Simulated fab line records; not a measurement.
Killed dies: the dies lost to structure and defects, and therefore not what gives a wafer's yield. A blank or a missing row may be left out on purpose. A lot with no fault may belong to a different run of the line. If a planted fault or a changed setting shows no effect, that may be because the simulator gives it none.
Which tool did it? | flow n5-finfet | Sampling: 15 lots, 40 wafers, 5 of 1938 route steps

## WHAT THE GAUGES READ, wafer by wafer
N5_BEOL_M4_RC_MEAS_101. Usual: DIBL_N 35.8 mV/V, standard deviation 1.5; DIBL_P 35.9 mV/V, standard deviation 1.8; IOFF_N 0.152 nA/um, standard deviation 0.025; IOFF_P 0.21 nA/um, standard deviation 0.031; ION_N 672 uA/um, standard deviation 11; ION_P 462 uA/um, standard deviation 7.4; SS_N 71.5 mV/dec, standard deviation 0.52; SS_P 73.2 mV/dec, standard deviation 0.54; VT_N 250 mV, standard deviation 3; VT_P -250 mV, standard deviation 3.3.
lot  | measured     | on        | DIBL_N (mV/V)  | DIBL_P (mV/V)  | IOFF_N (nA/um)    | IOFF_P (nA/um) | ION_N (uA/um) | ION_P (uA/um) | SS_N (mV/dec)  | SS_P (mV/dec)  | VT_N (mV)   | VT_P (mV)      | flag
L167 | day 8 04:01  | prober-02 | 37.7 35.8 35.6 | 37.6 35.2 36.1 | 0.168 0.146 0.145 | 0.25 0.20 0.22 | 681 669 672   | 470 463 472   | 71.9 71.5 71.4 | 73.4 73.2 72.5 | 250 250 251 | -247 -248 -248 |
L168 | day 7 22:11  | prober-01 | 35.7 38.0 37.1 | 36.5 38.4 37.1 | 0.146 0.192 0.176 | 0.19 0.21 0.20 | 670 672 682   | 454 457 455   | 72.9 73.0 72.7 | 72.9 73.7 73.0 | 251 250 251 | -253 -249 -249 |
L170 | day 8 10:41  | prober-01 | 34.4 37.0 36.8 | 31.2 34.5 34.3 | 0.096 0.137 0.137 | 0.13 0.18 0.18 | 655 672 669   | 449 458 458   | 70.5 71.1 71.2 | 72.3 73.2 73.1 | 261 253 251 | -260 -254 -255 |
L169 | day 8 10:56  | prober-02 | 37.5 38.5 35.5 | 36.4 38.3 34.8 | 0.161 0.195 0.131 | 0.23 0.27 0.20 | 675 690 665   | 467 474 465   | 71.4 72.0 71.7 | 73.3 73.9 73.3 | 249 244 251 | -247 -245 -248 |
L171 | day 9 07:46  | prober-01 | 33.9 34.9 34.1 | 34.8 35.9 35.4 | 0.122 0.143 0.125 | 0.16 0.17 0.16 | 670 674 665   | 457 452 459   | 70.9 70.7 71.5 | 72.9 73.0 72.6 | 250 251 251 | -254 -252 -256 |
L172 | day 9 10:22  | prober-02 | 36.1 36.7 36.1 | 34.1 34.2 35.3 | 0.143 0.153 0.155 | 0.20 0.20 0.22 | 678 659 664   | 465 449 461   | 71.3 71.6 70.4 | 73.3 73.1 73.9 | 251 249 248 | -249 -247 -247 |
L173 | day 10 03:01 | prober-02 | 36.8 37.5      | 38.6 38.5      | 0.155 0.170       | 0.19 0.20      | 678 676       | 459 463       | 71.0 70.9      | 73.4 73.9      | 252 251     | -252 -254      |
L175 | day 9 23:46  | prober-02 | 34.6 36.3      | 34.5 36.1      | 0.115 0.146       | 0.15 0.18      | 652 669       | 449 463       | 71.6 71.1      | 72.3 72.7      | 256 252     | -255 -253      |
L178 | day 11 00:23 | prober-02 | 36.5 35.9      | 35.2 34.6      | 0.167 0.151       | 0.21 0.20      | 681 670       | 466 462       | 72.1 70.9      | 72.9 73.4      | 251 250     | -246 -248      |
L179 | day 10 20:46 | prober-01 | 37.1 34.2 35.5 | 37.8 34.8 36.5 | 0.177 0.128 0.145 | 0.23 0.18 0.20 | 667 677 672   | 458 467 459   | 71.3 71.8 71.3 | 74.7 73.7 74.1 | 248 252 251 | -248 -250 -253 |
L182 | day 11 21:38 | prober-02 | 35.2 38.9 35.4 | 36.2 40.1 35.7 | 0.142 0.205 0.134 | 0.20 0.27 0.20 | 675 687 658   | 461 475 456   | 71.5 72.3 71.5 | 73.4 74.0 72.7 | 250 245 250 | -252 -247 -251 |
L184 | day 12 20:54 | prober-01 | 34.6 36.3 35.0 | 35.8 37.8 36.7 | 0.160 0.185 0.175 | 0.20 0.24 0.22 | 672 692 701   | 456 470 472   | 71.6 71.3 71.0 | 73.2 73.8 73.5 | 247 245 246 | -250 -250 -250 |
L186 | day 12 21:50 | prober-02 | 36.3 36.0 35.3 | 38.6 39.4 37.1 | 0.179 0.177 0.159 | 0.24 0.26 0.22 | 677 689 683   | 463 477 462   | 71.6 71.5 71.4 | 73.8 73.7 73.4 | 247 248 251 | -249 -248 -249 |
L188 | day 13 12:31 | prober-02 | 33.7 34.5      | 34.6 34.7      | 0.135 0.145       | 0.20 0.20      | 662 653       | 465 455       | 71.3 71.4      | 72.6 73.2      | 251 254     | -249 -252      |
L190 | day 14 09:00 | prober-02 | 35.6 35.0      | 35.7 34.9      | 0.151 0.137       | 0.21 0.19      | 666 675       | 465 472       | 71.9 71.3      | 73.4 72.8      | 251 256     | -251 -253      |

## WHAT TOOL EACH LOT RAN ON (gives the tool, then ch and the chambers of the sampled wafers, and finally the start)
lot  | N5_BEOL_M0_STRIP_140               | N5_BEOL_M0_CVD_115               | N5_BEOL_M0_SPUTTER_132       | N5_BEOL_M0_ANNEAL_119
L167 | rie-diel-04 ch 1,2,3, day 5 19:13  | cvd-co-02 ch 1,2, day 5 20:50    | pvd-sputter-02, day 5 21:08  | rtp-anneal-01 ch 0, day 5 21:39
L168 | rie-diel-02 ch 0,1, day 6 05:47    | cvd-co-01 ch 0,2, day 6 07:25    | pvd-sputter-01, day 6 07:58  | rtp-anneal-02 ch 0, day 6 08:24
L170 | rie-diel-04 ch 1,2,3, day 6 10:14  | cvd-co-02 ch 0,1,2, day 6 11:48  | pvd-sputter-02, day 6 12:01  | rtp-anneal-02 ch 0, day 6 12:30
L169 | rie-diel-02 ch 1,2,3, day 6 11:12  | cvd-co-02 ch 1,2, day 6 12:38    | pvd-sputter-01, day 6 13:52  | rtp-anneal-02 ch 0, day 6 14:25
L171 | rie-diel-03 ch 0,3, day 6 18:00    | cvd-co-02 ch 0,1, day 6 20:13    | pvd-sputter-01, day 6 20:28  | rtp-anneal-02 ch 0, day 6 20:58
L172 | rie-diel-03 ch 1,2,3, day 7 01:54  | cvd-co-01 ch 0,1,2, day 7 05:04  | pvd-sputter-02, day 7 05:17  | rtp-anneal-01 ch 0, day 7 05:46
L173 | rie-diel-04 ch 1,3, day 7 11:59    | cvd-co-01 ch 0,1, day 7 14:10    | pvd-sputter-01, day 7 14:39  | rtp-anneal-01 ch 0, day 7 15:14
L175 | rie-diel-03 ch 1,3, day 7 17:36    | cvd-co-01 ch 0,2, day 7 19:34    | pvd-sputter-03, day 7 19:55  | rtp-anneal-01 ch 0, day 7 20:23
L178 | rie-diel-03 ch 1,3, day 8 14:39    | cvd-co-02 ch 1,2, day 8 16:19    | pvd-sputter-02, day 8 17:30  | rtp-anneal-01 ch 0, day 8 18:04
L179 | rie-diel-02 ch 0,1,2, day 8 23:04  | cvd-co-01 ch 0,1,2, day 9 00:23  | pvd-sputter-01, day 9 00:40  | rtp-anneal-01 ch 0, day 9 01:05
L182 | rie-diel-03 ch 0,2,3, day 9 15:32  | cvd-co-02 ch 0,1,2, day 9 16:56  | pvd-sputter-03, day 9 17:26  | rtp-anneal-01 ch 0, day 9 17:52
L184 | rie-diel-03 ch 0,1,3, day 10 03:19 | cvd-co-02 ch 0,1, day 10 05:17   | pvd-sputter-02, day 10 05:34 | rtp-anneal-01 ch 0, day 10 06:00
L186 | rie-diel-04 ch 0,2,3, day 10 09:22 | cvd-co-02 ch 0,1,2, day 10 10:59 | pvd-sputter-01, day 10 11:32 | rtp-anneal-02 ch 0, day 10 12:22
L188 | rie-diel-04 ch 2, day 11 06:20     | cvd-co-02 ch 0,2, day 11 09:43   | pvd-sputter-02, day 11 11:26 | rtp-anneal-01 ch 0, day 11 11:55
L190 | rie-diel-04 ch 3, day 11 15:17     | cvd-co-01 ch 0,1, day 11 17:41   | pvd-sputter-01, day 11 17:56 | rtp-anneal-02 ch 0, day 11 18:34
- N5_BEOL_M0_STRIP_140: strips in CF4.
- N5_BEOL_M0_CVD_115: deposits Co from CCTBA/H2, time 120 s.
- N5_BEOL_M0_SPUTTER_132: material Cu, target thk 4 nm, time 7.37 s.
- N5_BEOL_M0_ANNEAL_119: time 90 s.

## WHAT THE TOOLS THEMSELVES READ (means of the sampled wafers that have a number; where no wafer has one, the mark that the record gives instead)
N5_BEOL_M0_STRIP_140. Usual: drypump-motor-current-A 5.6 A, standard deviation 0.45; oes-product-au 0.77 a.u., standard deviation 0.078; rf-vpp-V 271.2 V, standard deviation 1.7; showerhead-plenum-p-Torr 1.79 Torr, standard deviation 0.057; throttle-valve-pct 13.60 %, standard deviation 0.25.
lot  | tool        | drypump-motor-current-A (A) | oes-product-au (a.u.) | rf-vpp-V (V) | showerhead-plenum-p-Torr (Torr) | throttle-valve-pct (%) | flag
L167 | rie-diel-04 | 5.7                         | 0.71                  | 272.9        | 1.79                            | 13.75                  |
L168 | rie-diel-02 | 5.5                         | 0.70                  | 268.8        | 1.73                            | 13.86                  |
L170 | rie-diel-04 | 5.8                         | 0.71                  | 272.1        | 1.79                            | 13.77                  |
L169 | rie-diel-02 | 5.6                         | 0.83                  | 271.4        | 1.80                            | 13.34                  |
L171 | rie-diel-03 | 5.8                         | 0.85                  | 269.9        | 1.80                            | 13.63                  |
L172 | rie-diel-03 | 5.5                         | 0.76                  | 272.0        | 1.81                            | 13.55                  |
L173 | rie-diel-04 | 6.1                         | 0.71                  | 272.5        | 1.80                            | 13.79                  |
L175 | rie-diel-03 | 5.2                         | 0.79                  | 271.6        | 1.82                            | 13.50                  |
L178 | rie-diel-03 | 5.2                         | 0.78                  | 270.1        | 1.81                            | 13.53                  |
L179 | rie-diel-02 | 5.5                         | 0.83                  | 269.5        | 1.74                            | 13.50                  |
L182 | rie-diel-03 | 5.7                         | 0.76                  | 271.1        | 1.80                            | 13.71                  |
L184 | rie-diel-03 | 5.5                         | 0.80                  | 270.4        | 1.79                            | 13.59                  |
L186 | rie-diel-04 | 5.4                         | 0.90                  | 271.1        | 1.75                            | 13.26                  |
L188 | rie-diel-04 | 5.1                         | 0.86                  | 268.6        | 1.75                            | 13.29                  |
L190 | rie-diel-04 | 6.2                         | 0.86                  | 269.2        | 1.74                            | 13.17                  |

N5_BEOL_M0_CVD_115. Usual: run-length-s at 143.1 s, with a standard deviation of 0.45.
lot  | tool      | run-length-s (s) | flag
L167 | cvd-co-02 | 142.8            |
L168 | cvd-co-01 | 142.8            |
L170 | cvd-co-02 | 143.4            |
L169 | cvd-co-02 | 143.4            |
L171 | cvd-co-02 | 143.1            |
L172 | cvd-co-01 | 142.7            |
L173 | cvd-co-01 | 142.6            |
L175 | cvd-co-01 | 143.1            |
L178 | cvd-co-02 | 143.2            |
L179 | cvd-co-01 | 143.0            |
L182 | cvd-co-02 | 143.2            |
L184 | cvd-co-02 | 117.6            | OFF
L186 | cvd-co-02 | 117.9            | OFF
L188 | cvd-co-02 | 124.2            | OFF
L190 | cvd-co-01 | 142.4            |

N5_BEOL_M0_SPUTTER_132. Usual: throttle-valve-pct at 30.3 %, with a standard deviation of 0.99.
lot  | tool           | throttle-valve-pct (%) | flag
L167 | pvd-sputter-02 | 31.1                   |
L168 | pvd-sputter-01 | 30.0                   |
L170 | pvd-sputter-02 | 30.0                   |
L169 | pvd-sputter-01 | 30.0                   |
L171 | pvd-sputter-01 | 29.4                   |
L172 | pvd-sputter-02 | 30.0                   |
L173 | pvd-sputter-01 | 30.6                   |
L175 | pvd-sputter-03 | 30.1                   |
L178 | pvd-sputter-02 | 30.0                   |
L179 | pvd-sputter-01 | 30.1                   |
L182 | pvd-sputter-03 | 30.3                   |
L184 | pvd-sputter-02 | 30.1                   |
L186 | pvd-sputter-01 | 30.0                   |
L188 | pvd-sputter-02 | 29.9                   |
L190 | pvd-sputter-01 | 30.8                   |

N5_BEOL_M0_ANNEAL_119. Usual: wafer_temp_C_max at 225.74, with a standard deviation of 0.22.
lot  | tool          | wafer_temp_C_max | flag
L167 | rtp-anneal-01 | 225.49           |
L168 | rtp-anneal-02 | 225.75           |
L170 | rtp-anneal-02 | 225.65           |
L169 | rtp-anneal-02 | 225.87           |
L171 | rtp-anneal-02 | 226.04           |
L172 | rtp-anneal-01 | 225.53           |
L173 | rtp-anneal-01 | 225.74           |
L175 | rtp-anneal-01 | 225.45           |
L178 | rtp-anneal-01 | 225.54           |
L179 | rtp-anneal-01 | 225.81           |
L182 | rtp-anneal-01 | 225.86           |
L184 | rtp-anneal-01 | 225.61           |
L186 | rtp-anneal-02 | 225.56           |
L188 | rtp-anneal-01 | 225.59           |
L190 | rtp-anneal-02 | 225.96           |

## THE ANSWER, worked out from the rows above alone
Rule: lot off if the mean of its wafers having a number is beyond 3 standard deviations from the usual mean. Also off: a lot with no number at a reading for which 4 or more lots have one. All remaining lots with rows at the step are treated as sound. Order of review: gauges by route order, followed by the tools' own readings, for which a lot's mean as printed above is used. The first step at which some lot is off is used, and at that step the reading that is off furthest; a lot without a number counts as furthest.
Off: L184, L186, L188, at N5_BEOL_M0_CVD_115 (run-length-s).
If a tool, at that step or one of the process steps before it, ran each lot that is off and ran no sound lot following the first of them, it fits. One fits: cvd-co-02 at N5_BEOL_M0_CVD_115. Its last sound lot is L182 (day 9 16:56), its first lot that is off L184 (day 10 05:17): a fault that began between those two fits.
The tool's own readings at N5_BEOL_M0_CVD_115 bear it out: on the lots that are off they differ by more than 5 times the standard deviation of the sound lots' means. run-length-s reads 119.9 s there against 143.0 s on the sound lots.

## WHAT HAD BEEN PUT IN BY THE SIMULATOR
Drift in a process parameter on cvd-co-02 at N5_BEOL_M0_CVD_115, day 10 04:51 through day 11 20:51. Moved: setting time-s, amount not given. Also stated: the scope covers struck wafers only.
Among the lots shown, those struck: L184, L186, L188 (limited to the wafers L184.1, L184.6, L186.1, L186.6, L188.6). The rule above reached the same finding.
